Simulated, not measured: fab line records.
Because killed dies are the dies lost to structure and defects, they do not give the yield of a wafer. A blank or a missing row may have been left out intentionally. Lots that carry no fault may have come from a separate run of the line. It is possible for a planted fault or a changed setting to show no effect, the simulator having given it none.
Chamber matching || flow n5 finfet || N5_STI_FIN_REVEAL_ETCHBACK_08 on rie diel-01: 4 sister chambers
The step etches SiO2 in C4F6/O2, target depth 30.5 nm, time 10.167 s. 18 wafers are shown with their chamber, then 9 later ones without.

EACH WAFER AND ITS CHAMBER
{"wafer": "L074.3", "chamber": 1, "showerhead plenum p Torr (Torr)": 2.77, "drypump motor current A (A)": 5.2, "throttle valve pct (%)": 21.29}
{"wafer": "L074.4", "chamber": 2, "showerhead plenum p Torr (Torr)": 2.65, "drypump motor current A (A)": 4.9, "throttle valve pct (%)": 21.33}
{"wafer": "L074.6", "chamber": 0, "showerhead plenum p Torr (Torr)": 2.71, "drypump motor current A (A)": 5.0, "throttle valve pct (%)": 21.09}
{"wafer": "L076.1", "chamber": 3, "showerhead plenum p Torr (Torr)": 2.93, "drypump motor current A (A)": 5.6, "throttle valve pct (%)": 21.45}
{"wafer": "L076.4", "chamber": 2, "showerhead plenum p Torr (Torr)": 2.65, "drypump motor current A (A)": 4.9, "throttle valve pct (%)": 21.33}
{"wafer": "L076.6", "chamber": 0, "showerhead plenum p Torr (Torr)": 2.71, "drypump motor current A (A)": 5.0, "throttle valve pct (%)": 21.09}
{"wafer": "L077.1", "chamber": 0, "showerhead plenum p Torr (Torr)": 2.71, "drypump motor current A (A)": 5.0, "throttle valve pct (%)": 21.10}
{"wafer": "L077.3", "chamber": 2, "showerhead plenum p Torr (Torr)": 2.65, "drypump motor current A (A)": 4.9, "throttle valve pct (%)": 21.35}
{"wafer": "L077.4", "chamber": 2, "showerhead plenum p Torr (Torr)": 2.65, "drypump motor current A (A)": 4.9, "throttle valve pct (%)": 21.35}
{"wafer": "L078.1", "chamber": 1, "showerhead plenum p Torr (Torr)": 2.77, "drypump motor current A (A)": 5.3, "throttle valve pct (%)": 21.28}
{"wafer": "L078.4", "chamber": 1, "showerhead plenum p Torr (Torr)": 2.77, "drypump motor current A (A)": 5.3, "throttle valve pct (%)": 21.29}
{"wafer": "L078.6", "chamber": 3, "showerhead plenum p Torr (Torr)": 2.93, "drypump motor current A (A)": 5.6, "throttle valve pct (%)": 21.45}
{"wafer": "L082.4", "chamber": 2, "showerhead plenum p Torr (Torr)": 2.64, "drypump motor current A (A)": 4.9, "throttle valve pct (%)": 21.35}
{"wafer": "L082.5", "chamber": 1, "showerhead plenum p Torr (Torr)": 2.76, "drypump motor current A (A)": 5.3, "throttle valve pct (%)": 21.31}
{"wafer": "L082.6", "chamber": 2, "showerhead plenum p Torr (Torr)": 2.64, "drypump motor current A (A)": 4.9, "throttle valve pct (%)": 21.37}
{"wafer": "L084.3", "chamber": 0, "showerhead plenum p Torr (Torr)": 2.71, "drypump motor current A (A)": 5.0, "throttle valve pct (%)": 21.13}
{"wafer": "L084.5", "chamber": 1, "showerhead plenum p Torr (Torr)": 2.76, "drypump motor current A (A)": 5.3, "throttle valve pct (%)": 21.31}
{"wafer": "L084.6", "chamber": 2, "showerhead plenum p Torr (Torr)": 2.64, "drypump motor current A (A)": 4.9, "throttle valve pct (%)": 21.37}

SIGNATURES (averages over the wafers above)
{"reading": "showerhead plenum p Torr", "chamber 0": 2.7100, "chamber 1": 2.7660, "chamber 2": 2.6457, "chamber 3": 2.9300, "scatter within a chamber": 0.00456}
{"reading": "drypump motor current A", "chamber 0": 5.000, "chamber 1": 5.280, "chamber 2": 4.900, "chamber 3": 5.600, "scatter within a chamber": 0.0239}
{"reading": "throttle valve pct", "chamber 0": 21.1025, "chamber 1": 21.2960, "chamber 2": 21.3500, "chamber 3": 21.4500, "scatter within a chamber": 0.0156}
Rule: a wafer lies at a distance from a chamber equal to the root of the sum of squares, over the readings, of (its reading less the chamber's mean, divided by the reading's scatter). The wafer belongs to the nearest chamber; if the next one is less than 2 further off, it can't be placed. The scatter: the root of (the sum of the squares of (reading less its chamber's mean) over the shown wafers, divided by (wafers less chambers)).

WAFERS WITHOUT THEIR CHAMBER
{"wafer": "L086.4", "showerhead plenum p Torr (Torr)": 2.76, "drypump motor current A (A)": 5.3, "throttle valve pct (%)": 21.31}
{"wafer": "L086.5", "showerhead plenum p Torr (Torr)": 2.92, "drypump motor current A (A)": 5.6, "throttle valve pct (%)": 21.47}
{"wafer": "L086.6", "showerhead plenum p Torr (Torr)": 2.64, "drypump motor current A (A)": 4.9, "throttle valve pct (%)": 21.38}
{"wafer": "L088.1", "showerhead plenum p Torr (Torr)": 2.76, "drypump motor current A (A)": 5.2, "throttle valve pct (%)": 21.32}
{"wafer": "L088.2", "showerhead plenum p Torr (Torr)": 2.70, "drypump motor current A (A)": 5.0, "throttle valve pct (%)": 21.12}
{"wafer": "L088.4", "showerhead plenum p Torr (Torr)": 2.92, "drypump motor current A (A)": 5.6, "throttle valve pct (%)": 21.49}
{"wafer": "L091.1", "showerhead plenum p Torr (Torr)": 2.70, "drypump motor current A (A)": 5.0, "throttle valve pct (%)": 21.13}
{"wafer": "L091.2", "showerhead plenum p Torr (Torr)": 2.75, "drypump motor current A (A)": 5.3, "throttle valve pct (%)": 21.35}
{"wafer": "L091.3", "showerhead plenum p Torr (Torr)": 2.63, "drypump motor current A (A)": 4.9, "throttle valve pct (%)": 21.39}

CHAMBER TAKEN BY EACH
{"wafer": "L086.4", "from the rows above": 1, "in truth": 1}
{"wafer": "L086.5", "from the rows above": 3, "in truth": 3}
{"wafer": "L086.6", "from the rows above": 2, "in truth": 2}
{"wafer": "L088.1", "from the rows above": 1, "in truth": 1}
{"wafer": "L088.2", "from the rows above": 0, "in truth": 0}
{"wafer": "L088.4", "from the rows above": 3, "in truth": 3}
{"wafer": "L091.1", "from the rows above": 0, "in truth": 0}
{"wafer": "L091.2", "from the rows above": 1, "in truth": 1}
{"wafer": "L091.3", "from the rows above": 2, "in truth": 2}
Placed correctly: 9 of 9. From these rows, 0 cannot be placed. Wrongly placed: 0.
